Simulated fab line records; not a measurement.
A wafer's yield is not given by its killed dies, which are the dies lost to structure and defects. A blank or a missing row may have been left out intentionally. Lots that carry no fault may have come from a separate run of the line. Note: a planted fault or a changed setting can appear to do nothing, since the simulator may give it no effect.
Which tool did it? :: flow n5-finfet :: 33 wafers from 11 lots sampled at 5 of the route's 1938 steps

WHAT EACH GAUGE READ, for each wafer
Not one reading of a measure or inspect step in the record can be checked against a usual standard deviation.

EACH LOT AND THE TOOL THAT RAN IT (in order: tool; ch and the chambers of the sampled wafers; start)
lot: L243
N5_BEOL_M1_SPUTTER_96: pvd-sputter-01, day 6 07:11
N5_MIM_TOP_ALD_00: ald-hk-02 ch 1,2, day 11 14:20
N5_MIM_TOP_DEGAS_04: pvd-sputter-02, day 11 15:06
N5_MIM_BOT_ETCH_ETCH_04: rie-diel-02 ch 0,1,2, day 11 16:36
N5_PASSIVATION_PROBE_49: -

lot: L244
N5_BEOL_M1_SPUTTER_96: pvd-sputter-03, day 6 17:53
N5_MIM_TOP_ALD_00: ald-hk-01 ch 0,1,2, day 11 23:14
N5_MIM_TOP_DEGAS_04: pvd-sputter-02, day 11 23:43
N5_MIM_BOT_ETCH_ETCH_04: rie-diel-04 ch 0,1,2, day 12 01:26
N5_PASSIVATION_PROBE_49: -

lot: L245
N5_BEOL_M1_SPUTTER_96: pvd-sputter-02, day 7 03:11
N5_MIM_TOP_ALD_00: ald-hk-03 ch 0,3, day 12 07:25
N5_MIM_TOP_DEGAS_04: pvd-sputter-03, day 12 08:44
N5_MIM_BOT_ETCH_ETCH_04: rie-diel-02 ch 0,2,3, day 12 10:06
N5_PASSIVATION_PROBE_49: -

lot: L246
N5_BEOL_M1_SPUTTER_96: pvd-sputter-03, day 7 03:19
N5_MIM_TOP_ALD_00: ald-hk-02 ch 2,3, day 12 03:35
N5_MIM_TOP_DEGAS_04: pvd-sputter-03, day 12 04:29
N5_MIM_BOT_ETCH_ETCH_04: rie-diel-04 ch 0,2,3, day 12 06:05
N5_PASSIVATION_PROBE_49: -

lot: L247
N5_BEOL_M1_SPUTTER_96: pvd-sputter-03, day 7 06:04
N5_MIM_TOP_ALD_00: ald-hk-02 ch 0,1, day 12 06:01
N5_MIM_TOP_DEGAS_04: pvd-sputter-03, day 12 07:35
N5_MIM_BOT_ETCH_ETCH_04: rie-diel-01 ch 0,1,2, day 12 09:04
N5_PASSIVATION_PROBE_49: -

lot: L248
N5_BEOL_M1_SPUTTER_96: pvd-sputter-02, day 7 15:50
N5_MIM_TOP_ALD_00: ald-hk-03 ch 0,3, day 12 14:11
N5_MIM_TOP_DEGAS_04: pvd-sputter-01, day 12 14:39
N5_MIM_BOT_ETCH_ETCH_04: rie-diel-02 ch 0,1, day 12 16:08
N5_PASSIVATION_PROBE_49: -

lot: L249
N5_BEOL_M1_SPUTTER_96: pvd-sputter-03, day 7 23:43
N5_MIM_TOP_ALD_00: ald-hk-02 ch 0,1,2, day 13 03:18
N5_MIM_TOP_DEGAS_04: pvd-sputter-01, day 13 04:29
N5_MIM_BOT_ETCH_ETCH_04: rie-diel-01 ch 0,1, day 13 07:01
N5_PASSIVATION_PROBE_49: -

lot: L252
N5_BEOL_M1_SPUTTER_96: pvd-sputter-03, day 8 13:40
N5_MIM_TOP_ALD_00: ald-hk-03 ch 0,1,3, day 13 17:50
N5_MIM_TOP_DEGAS_04: pvd-sputter-03, day 13 18:38
N5_MIM_BOT_ETCH_ETCH_04: rie-diel-04 ch 0,1,2, day 13 20:10
N5_PASSIVATION_PROBE_49: -

lot: L255
N5_BEOL_M1_SPUTTER_96: pvd-sputter-03, day 9 12:42
N5_MIM_TOP_ALD_00: ald-hk-02 ch 1,2,3, day 15 00:02
N5_MIM_TOP_DEGAS_04: pvd-sputter-01, day 15 00:34
N5_MIM_BOT_ETCH_ETCH_04: rie-diel-01 ch 0,1,2, day 15 02:01
N5_PASSIVATION_PROBE_49: -

lot: L263
N5_BEOL_M1_SPUTTER_96: pvd-sputter-03, day 11 04:03
N5_MIM_TOP_ALD_00: ald-hk-01 ch 0,1,3, day 17 01:31
N5_MIM_TOP_DEGAS_04: pvd-sputter-02, day 17 02:35
N5_MIM_BOT_ETCH_ETCH_04: rie-diel-01 ch 0,2,3, day 17 04:20
N5_PASSIVATION_PROBE_49: prober-01, day 17 14:08

lot: L266
N5_BEOL_M1_SPUTTER_96: pvd-sputter-01, day 12 02:02
N5_MIM_TOP_ALD_00: ald-hk-01 ch 0,2,3, day 17 14:36
N5_MIM_TOP_DEGAS_04: pvd-sputter-02, day 17 15:11
N5_MIM_BOT_ETCH_ETCH_04: rie-diel-02 ch 1,3, day 17 16:55
N5_PASSIVATION_PROBE_49: -
- N5_BEOL_M1_SPUTTER_96: material Cu, target thk 4.5 nm, time 8.29 s.
- N5_MIM_TOP_ALD_00: deposits Al2O3, purge time 3 s, co reactant pulse time 3 s.
- N5_MIM_TOP_DEGAS_04: time 60 s.
- N5_MIM_BOT_ETCH_ETCH_04: etches SiNx in CF4/O2, target depth 26 nm, time 13 s.
- N5_PASSIVATION_PROBE_49

AS READ BY THE TOOLS THEMSELVES (means over the sampled wafers that have a number; for cases with no such wafer, the mark the record gives instead)
N5_BEOL_M1_SPUTTER_96. Usual: throttle-valve-pct reads 29.5 % (standard deviation 0.74).
lot: L243
tool: pvd-sputter-01
throttle-valve-pct (%): 29.7
flag: 

lot: L244
tool: pvd-sputter-03
throttle-valve-pct (%): 29.4
flag: 

lot: L245
tool: pvd-sputter-02
throttle-valve-pct (%): 29.7
flag: 

lot: L246
tool: pvd-sputter-03
throttle-valve-pct (%): 29.3
flag: 

lot: L247
tool: pvd-sputter-03
throttle-valve-pct (%): 29.7
flag: 

lot: L248
tool: pvd-sputter-02
throttle-valve-pct (%): 29.6
flag: 

lot: L249
tool: pvd-sputter-03
throttle-valve-pct (%): 29.4
flag: 

lot: L252
tool: pvd-sputter-03
throttle-valve-pct (%): 29.2
flag: 

lot: L255
tool: pvd-sputter-03
throttle-valve-pct (%): 29.4
flag: 

lot: L263
tool: pvd-sputter-03
throttle-valve-pct (%): 29.6
flag: 

lot: L266
tool: pvd-sputter-01
throttle-valve-pct (%): 30.0
flag: 

N5_MIM_TOP_ALD_00. Usual: precursor-pulse-height-rel reads 1.001 (standard deviation 0.02).
lot: L243
tool: ald-hk-02
precursor-pulse-height-rel: 0.990
flag: 

lot: L244
tool: ald-hk-01
precursor-pulse-height-rel: 0.985
flag: 

lot: L245
tool: ald-hk-03
precursor-pulse-height-rel: 1.005
flag: 

lot: L246
tool: ald-hk-02
precursor-pulse-height-rel: 1.010
flag: 

lot: L247
tool: ald-hk-02
precursor-pulse-height-rel: 0.995
flag: 

lot: L248
tool: ald-hk-03
precursor-pulse-height-rel: 1.023
flag: 

lot: L249
tool: ald-hk-02
precursor-pulse-height-rel: 0.998
flag: 

lot: L252
tool: ald-hk-03
precursor-pulse-height-rel: 1.004
flag: 

lot: L255
tool: ald-hk-02
precursor-pulse-height-rel: 1.011
flag: 

lot: L263
tool: ald-hk-01
precursor-pulse-height-rel: 1.001
flag: 

lot: L266
tool: ald-hk-01
precursor-pulse-height-rel: 0.999
flag: 

N5_MIM_TOP_DEGAS_04. Usual: heater-power-w reads 438 W (standard deviation 25).
lot: L243
tool: pvd-sputter-02
heater-power-w (W): 425
flag: 

lot: L244
tool: pvd-sputter-02
heater-power-w (W): 415
flag: 

lot: L245
tool: pvd-sputter-03
heater-power-w (W): 451
flag: 

lot: L246
tool: pvd-sputter-03
heater-power-w (W): 442
flag: 

lot: L247
tool: pvd-sputter-03
heater-power-w (W): 431
flag: 

lot: L248
tool: pvd-sputter-01
heater-power-w (W): 440
flag: 

lot: L249
tool: pvd-sputter-01
heater-power-w (W): 453
flag: 

lot: L252
tool: pvd-sputter-03
heater-power-w (W): 447
flag: 

lot: L255
tool: pvd-sputter-01
heater-power-w (W): 437
flag: 

lot: L263
tool: pvd-sputter-02
heater-power-w (W): 417
flag: 

lot: L266
tool: pvd-sputter-02
heater-power-w (W): 421
flag: 

N5_MIM_BOT_ETCH_ETCH_04. Usual: O2_flow_sccm 9.999 sccm, standard deviation 0.029; drypump-motor-current-A 5.5 A, standard deviation 0.45; oes-product-au 0.78 a.u., standard deviation 0.074; rf-vpp-V 241 V, standard deviation 3; showerhead-plenum-p-Torr 2.20 Torr, standard deviation 0.066; throttle-valve-pct 16.11 %, standard deviation 0.26.
lot: L243
tool: rie-diel-02
O2_flow_sccm (sccm): 10.017
drypump-motor-current-A (A): 5.3
oes-product-au (a.u.): 0.77
rf-vpp-V (V): 239
showerhead-plenum-p-Torr (Torr): 2.15
throttle-valve-pct (%): 16.17
flag: 

lot: L244
tool: rie-diel-04
O2_flow_sccm (sccm): 9.959
drypump-motor-current-A (A): 5.3
oes-product-au (a.u.): 0.89
rf-vpp-V (V): 241
showerhead-plenum-p-Torr (Torr): 2.21
throttle-valve-pct (%): 16.05
flag: 

lot: L245
tool: rie-diel-02
O2_flow_sccm (sccm): 9.993
drypump-motor-current-A (A): 5.2
oes-product-au (a.u.): 0.71
rf-vpp-V (V): 239
showerhead-plenum-p-Torr (Torr): 2.16
throttle-valve-pct (%): 16.28
flag: 

lot: L246
tool: rie-diel-04
O2_flow_sccm (sccm): 10.022
drypump-motor-current-A (A): 5.5
oes-product-au (a.u.): 0.83
rf-vpp-V (V): 240
showerhead-plenum-p-Torr (Torr): 2.23
throttle-valve-pct (%): 16.14
flag: 

lot: L247
tool: rie-diel-01
O2_flow_sccm (sccm): 9.995
drypump-motor-current-A (A): 5.9
oes-product-au (a.u.): 0.84
rf-vpp-V (V): 242
showerhead-plenum-p-Torr (Torr): 2.23
throttle-valve-pct (%): 15.92
flag: 

lot: L248
tool: rie-diel-02
O2_flow_sccm (sccm): 9.992
drypump-motor-current-A (A): 5.5
oes-product-au (a.u.): 0.76
rf-vpp-V (V): 241
showerhead-plenum-p-Torr (Torr): 2.18
throttle-valve-pct (%): 16.18
flag: 

lot: L249
tool: rie-diel-01
O2_flow_sccm (sccm): 10.008
drypump-motor-current-A (A): 5.9
oes-product-au (a.u.): 0.83
rf-vpp-V (V): 241
showerhead-plenum-p-Torr (Torr): 2.20
throttle-valve-pct (%): 16.02
flag: 

lot: L252
tool: rie-diel-04
O2_flow_sccm (sccm): 10.000
drypump-motor-current-A (A): 5.3
oes-product-au (a.u.): 0.87
rf-vpp-V (V): 242
showerhead-plenum-p-Torr (Torr): 2.21
throttle-valve-pct (%): 16.08
flag: 

lot: L255
tool: rie-diel-01
O2_flow_sccm (sccm): 9.986
drypump-motor-current-A (A): 5.9
oes-product-au (a.u.): 0.81
rf-vpp-V (V): 241
showerhead-plenum-p-Torr (Torr): 2.22
throttle-valve-pct (%): 15.96
flag: 

lot: L263
tool: rie-diel-01
O2_flow_sccm (sccm): 9.991
drypump-motor-current-A (A): 5.9
oes-product-au (a.u.): 0.80
rf-vpp-V (V): 243
showerhead-plenum-p-Torr (Torr): 2.27
throttle-valve-pct (%): 16.01
flag: 

lot: L266
tool: rie-diel-02
O2_flow_sccm (sccm): 9.978
drypump-motor-current-A (A): 5.2
oes-product-au (a.u.): 0.76
rf-vpp-V (V): 244
showerhead-plenum-p-Torr (Torr): 2.15
throttle-valve-pct (%): 15.98
flag: 

N5_PASSIVATION_PROBE_49. Usual: defect-limited-yield 91.1 %, standard deviation 1.4; killed_at_M0_to_M3 35, standard deviation 8.7; killed_at_M4_up 14, standard deviation 5.3; killed-at-contacts 12, standard deviation 6.2; killed-at-front-end 41, standard deviation 12; killed-at-other 3.4, standard deviation 2.6; killed-dies 105, standard deviation 16; killed-on-rim 14, standard deviation 3.8; killed-open 67, standard deviation 13; killed-short 36, standard deviation 7.3; sort_bin_5_function 5.2 %, standard deviation 0.96; sort_bin_6_memory 3.3 %, standard deviation 0.6; sort-n-pass 1075, standard deviation 16; sort-yield-pct 91.1 %, standard deviation 1.4.
lot: L263
tool: prober-01
defect-limited-yield (%): 87.6
killed_at_M0_to_M3: 71
killed_at_M4_up: 17
killed-at-contacts: 17
killed-at-front-end: 36
killed-at-other: 3.3
killed-dies: 146
killed-on-rim: 18
killed-open: 78
killed-short: 37
sort_bin_5_function (%): 7.5
sort_bin_6_memory (%): 4.0
sort-n-pass: 1034
sort-yield-pct (%): 87.6
flag: OFF

THE ANSWER, worked out from the rows above alone
Rule: a lot counts as off when the mean over its wafers that have a number is more than 3 standard deviations away from the usual mean. A lot without any number at a reading at which 4 lots or more have one is off too. All remaining lots with rows at the step are treated as sound. Order of review: gauges by route order, followed by the tools' own readings, for which a lot's mean as printed above is used. At the first step where some lot is off, the reading lying furthest off is the one used; lots without a number count as furthest.
Off: L263, at N5_PASSIVATION_PROBE_49 (killed_at_M0_to_M3). Neither off nor sound, because the step has no rows for them: L243, L244, L245, L246, L247, L248, L249, L252, L255, L266.
If a tool, at that step or one of the process steps before it, ran each lot that is off and ran no sound lot following the first of them, it fits. Can't be told from this: 5 tools fit, pvd-sputter-03 at N5_BEOL_M1_SPUTTER_96, ald-hk-01 at N5_MIM_TOP_ALD_00, pvd-sputter-02 at N5_MIM_TOP_DEGAS_04, rie-diel-01 at N5_MIM_BOT_ETCH_ETCH_04, prober-01 at N5_PASSIVATION_PROBE_49.

WHAT WAS PUT IN BY THE SIMULATOR
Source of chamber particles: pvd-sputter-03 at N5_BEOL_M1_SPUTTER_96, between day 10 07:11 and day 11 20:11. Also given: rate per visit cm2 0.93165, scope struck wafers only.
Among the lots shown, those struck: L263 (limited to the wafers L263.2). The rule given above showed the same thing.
